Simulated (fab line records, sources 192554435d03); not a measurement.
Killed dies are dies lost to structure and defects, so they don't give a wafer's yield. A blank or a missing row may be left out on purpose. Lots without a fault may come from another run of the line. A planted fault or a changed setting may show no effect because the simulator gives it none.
Split-lot experiment | flow n5_finfet | 7 lots, 21 wafers read, on a route of 1938 steps

THE SPLIT
At N5_BEOL_M8_ETCH_66 (etches SOC in N2/H2, target depth 80 nm, overetch 16 nm, time 120 s), the setting bias_w was moved away from the recipe's 150 W on 5 of the 21 wafers read, by -7.2% to +12.9%. The other wafers ran this setting at the recipe's value.

The reading is taken at the split's own step.

THE READING
rf_vpp_V, in V, at N5_BEOL_M8_ETCH_66 (etches SOC in N2/H2, target depth 80 nm, overetch 16 nm, time 120 s). Fault-free wafers of this fab line usually give 523.9 V, standard deviation 2.1 V.

wafer  | tool, chamber at the split | bias_w as run, W | against the recipe | rf_vpp_V, V | against lot-mates on the recipe
L075.2 | rie_diel-01, 1             | 150              | recipe             | 521.6       | -
L075.3 | rie_diel-01, 0             | 150              | recipe             | 526.8       | -
L075.4 | rie_diel-01, 2             | 150              | recipe             | 525.5       | -
L078.1 | rie_diel-06, 2             | 150              | recipe             | 524.4       | -
L078.2 | rie_diel-06, 3             | 150              | recipe             | 524.7       | -
L078.5 | rie_diel-06, 3             | 150              | recipe             | 524.9       | -
L081.3 | rie_diel-06, 0             | 150              | recipe             | 526.8       | -
L081.5 | rie_diel-06, 0             | 150              | recipe             | 527.4       | -
L081.6 | rie_diel-06, 1             | 150              | recipe             | 525.1       | -
L080.2 | rie_diel-06, 2             | 150              | recipe             | 522.6       | -
L080.4 | rie_diel-06, 3             | 150              | recipe             | 524.8       | -
L080.6 | rie_diel-06, 0             | 150              | recipe             | 526.3       | -
L087.3 | rie_diel-01, 1             | 161.8            | +7.9%              | 545.2       | no lot-mate on the recipe
L087.4 | rie_diel-01, 0             | 161.8            | +7.9%              | 552.4       | no lot-mate on the recipe
L087.6 | rie_diel-01, 0             | 161.8            | +7.9%              | 549.8       | no lot-mate on the recipe
L093.4 | rie_diel-01, 3             | 150              | recipe             | 523.0       | -
L093.5 | rie_diel-01, 0             | 150              | recipe             | 526.0       | -
L093.6 | rie_diel-01, 3             | 139.2            | -7.2%              | 497.4       | -27.1
L096.2 | rie_diel-01, 3             | 150              | recipe             | 523.5       | -
L096.4 | rie_diel-01, 2             | 150              | recipe             | 525.3       | -
L096.5 | rie_diel-01, 2             | 169.3            | +12.9%             | 566.3       | +41.9

THE FIT
A straight line over all 21 wafers: rf_vpp_V changes by +3.26 V for each +1% of bias_w; r = +0.99; the points scatter about the line by 2.1 V.
The same after taking each lot's own level away (the mean of its wafers on the recipe; 18 wafers): +3.38 V for each +1%; r = +0.99; scatter 1.6 V.
On that fit, the largest move of bias_w shifts the reading by 44 V.
The lots' own levels span 524.40 to 526.43 V, that is 1.0 times the standard deviation above.
So the lot-to-lot level changes the slope little: the two slopes agree.
Check: with one of the wafers moved furthest among these (+12.9%) left out of the fit, the line predicts +48.4 V for it against its lot-mates. It came out at +41.9 V against them.
Tool readings at the split's step, against how far the setting was moved: rf_vpp_V r = +0.99.

OTHER SPLITS ON THESE WAFERS
These wafers also went through other splits before the reading. Each is held against what the fit with the lots' levels taken away leaves over:
other split on the same wafers   | wafers away from the commonest value | r with rf_vpp_V (lot level and that fit taken away)
N5_BEOL_M4_COAT_76 spin_rpm      | 4                                    | -0.10
N5_BEOL_M5_COAT_66 spin_rpm      | 9                                    | +0.03
N5_BEOL_M5_COAT_74 spin_rpm      | 7                                    | +0.05
N5_BEOL_M6_ETCH_66 bias_w        | 6                                    | -0.07
N5_BEOL_M6_TRENCH_ETCH_37 bias_w | 7                                    | -0.01
N5_BEOL_M7_DESCUM_33 time_s      | 3                                    | -0.30
N5_BEOL_M7_ALD_77 ald_cycles     | 6                                    | +0.36

THE FILE'S OWN FIT
rf_vpp_V changes by +3.38 V for each +1% of bias_w, r = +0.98.
